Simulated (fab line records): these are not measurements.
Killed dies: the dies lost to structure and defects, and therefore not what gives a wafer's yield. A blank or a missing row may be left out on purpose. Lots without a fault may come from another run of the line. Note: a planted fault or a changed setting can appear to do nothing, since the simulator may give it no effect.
Chamber matching	flow n5 finfet	3 sister chambers for N5_BEOL_M1_CO_CAP_55 on cvd co-01
The step material Co, precursor CCTBA/H2, target thk 2 nm, time 102.1 s. 3 wafers are shown with their chamber, then 10 later ones without.

== WAFERS PAIRED WITH THEIR CHAMBERS ==
wafer	chamber	heater power w (W)
L088.2	1	245
L089.1	2	283
L089.2	0	210

== WAFERS WITH NO CHAMBER GIVEN ==
wafer	heater power w (W)
L089.5	206
L092.1	296
L092.3	245
L092.5	248
L093.3	285
L093.5	252
L093.6	199
L094.1	251
L094.2	279
L094.4	246

== CHAMBER TAKEN BY EACH ==
wafer	from the rows above	in truth
L089.5	0	0
L092.1	2	2
L092.3	1	1
L092.5	1	1
L093.3	2	2
L093.5	1	1
L093.6	0	0
L094.1	1	1
L094.2	2	2
L094.4	1	1
10 of 10 placed correctly. From these rows, 0 cannot be placed. Wrongly placed: 0.
How it was worked out, from the rows above alone: a wafer's distance from a chamber is the root of the sum, over the readings, of the square of ((its reading less the chamber's mean) divided by the reading's scatter). The wafer belongs to the nearest chamber; if the next one is less than 2 further off, it can't be placed. The mean given for a chamber averages the wafers shown for that chamber. The scatter: root of mean squared gap, hidden wafer to nearest shown wafer, with one shown wafer a chamber.
